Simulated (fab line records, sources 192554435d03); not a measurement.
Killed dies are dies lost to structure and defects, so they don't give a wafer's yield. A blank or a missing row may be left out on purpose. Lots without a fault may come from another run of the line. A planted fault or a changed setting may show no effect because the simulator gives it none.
Split-lot experiment | flow n5_finfet | 7 lots, 21 wafers read, on a route of 1938 steps

THE SPLIT
At N5_BEOL_M0_SAQP_PECVD_04 (deposits a-Si from SiH4/He, target thk 60 nm, time 60.2 s), the setting time_s was moved away from the recipe's 60.2 s on 7 of the 21 wafers read, by -13.8% to +7.0%. The other wafers ran this setting at the recipe's value.

FROM THE SPLIT TO THE READING: what the file shows between them, 6 steps
- N5_BEOL_M0_SAQP_THK_MEAS_05
- N5_BEOL_M0_SAQP_EXPOSE_11: exposes mask M0 CORE, target cd 42 nm (also split here: dose_mj)
- N5_BEOL_M0_SAQP_PEB_12: peb time 60 s
- N5_BEOL_M0_SAQP_DEVELOP_13: develop time 30 s
- N5_BEOL_M0_SAQP_HM_OPEN_112: chemistry CHF3/O2, target SiO2, stops on a-Si, target depth 12 nm, time 13.5 s
- N5_BEOL_M0_SAQP_STRIP_113: strips in CHF3/O2

THE READING
etch.depth_nm (the simulator's own value, which no gauge read), in nm, at N5_BEOL_M0_SAQP_MANDREL_ETCH_20 (etches a-Si in HBr/Cl2, stops on SiNx, target depth 60 nm, bt time 10 s, time 30 s). The file gives no usual value for it. The 14 wafers here that ran the recipe average 59.35 nm, standard deviation 0.95 nm.

wafer  | tool, chamber at the split | time_s as run, s | against the recipe | etch.depth_nm, nm | against lot-mates on the recipe
L077.1 | pecvd-02, 2                | 60.2             | recipe             | 59.95             | -
L077.5 | pecvd-02, 2                | 51.88            | -13.8%             | 52.89             | -7.06
L077.6 | pecvd-02, 1                | 51.88            | -13.8%             | 53.33             | -6.62
L074.1 | pecvd-04, 0                | 60.2             | recipe             | 59.04             | -
L074.3 | pecvd-04, 1,2              | 60.2             | recipe             | 59.91             | -
L074.4 | pecvd-04, 1,2              | 60.2             | recipe             | 60.04             | -
L079.3 | pecvd-03, 2                | 60.2             | recipe             | 58.14             | -
L079.4 | pecvd-03, 0                | 60.2             | recipe             | 57.46             | -
L079.5 | pecvd-03, 2                | 60.2             | recipe             | 59.06             | -
L083.1 | pecvd-02, 1                | 60.2             | recipe             | 58.77             | -
L083.2 | pecvd-02, 2                | 55.86            | -7.2%              | 53.98             | -5.12
L083.4 | pecvd-02, 2                | 60.2             | recipe             | 59.43             | -
L091.2 | pecvd-03, 0                | 64.43            | +7.0%              | 62.22             | +1.99
L091.5 | pecvd-03, 1                | 60.2             | recipe             | 60.23             | -
L091.6 | pecvd-03, 0                | 64.43            | +7.0%              | 62.98             | +2.75
L092.2 | pecvd-04, 2                | 60.2             | recipe             | 59.68             | -
L092.3 | pecvd-04, 0                | 60.2             | recipe             | 59.97             | -
L092.4 | pecvd-04, 2                | 60.2             | recipe             | 61.14             | -
L094.1 | pecvd-03, 1                | 56.71            | -5.8%              | 55.54             | -2.59
L094.3 | pecvd-03, 0                | 60.2             | recipe             | 58.13             | -
L094.6 | pecvd-03, 1                | 56.71            | -5.8%              | 56.94             | -1.19
Where a row lists several chambers, the file gives one row for several wafers and doesn't say which wafer went through which chamber.

THE FIT
A straight line over all 21 wafers: etch.depth_nm changes by +0.483 nm for each +1% of time_s; r = +0.94; the points scatter about the line by 0.97 nm.
The same after taking each lot's own level away (the mean of its wafers on the recipe; 21 wafers): +0.461 nm for each +1%; r = +0.96; scatter 0.75 nm.
On that fit, the largest move of time_s shifts the reading by 6.4 nm.
The lots' own levels span 58.130 to 60.263 nm, that is 2.2 times the standard deviation above.
So the lot-to-lot level changes the slope little: the two slopes agree.
Check: with one of the wafers moved furthest among these (-13.8%) left out of the fit, the line predicts -6.25 nm for it against its lot-mates. It came out at -7.06 nm against them.

OTHER SPLITS ON THESE WAFERS
These wafers also went through other splits before the reading. Each is held against what the fit with the lots' levels taken away leaves over:
other split on the same wafers        | wafers away from the commonest value | r with etch.depth_nm (lot level and that fit taken away)
N5_FIN_SAQP_COAT_50 spin_rpm          | 6                                    | -0.04
N5_FIN_SAQP_DEVELOP_15 develop_time_s | 8                                    | +0.10
N5_SD_EPI_P_EPI_21 time_s             | 6                                    | +0.37
N5_SD_ACTIVATION_LSA_01 temp_c        | 3                                    | -0.04
N5_BEOL_M0_SAQP_EXPOSE_11 dose_mj     | 5                                    | +0.13

THE WHOLE CHAIN: every reading that the file lists as answering this split, in the file's order
step                            | what it does                                                                       | reading                                                                               | change (the file's fit)               | r (the file's)
N5_BEOL_M0_SAQP_PECVD_04        | deposits a-Si from SiH4/He, target thk 60 nm, time 60.2 s                          | a-Si_of_BEOL_M0_SAQP_PECVD_04.thk_nm (the simulator's own value, which no gauge read) | +0.491 nm for each +1% of the setting | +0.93
N5_BEOL_M0_SAQP_THK_MEAS_05     |                                                                                    | thk_nm                                                                                | withheld for each +1% of the setting  | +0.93
N5_BEOL_M0_SAQP_MANDREL_ETCH_20 | etches a-Si in HBr/Cl2, stops on SiNx, target depth 60 nm, bt time 10 s, time 30 s | etch.depth_nm (the simulator's own value, which no gauge read)                        | +0.488 nm for each +1% of the setting | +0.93

THE FILE'S OWN FIT
etch.depth_nm changes by +0.488 nm for each +1% of time_s, r = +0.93.
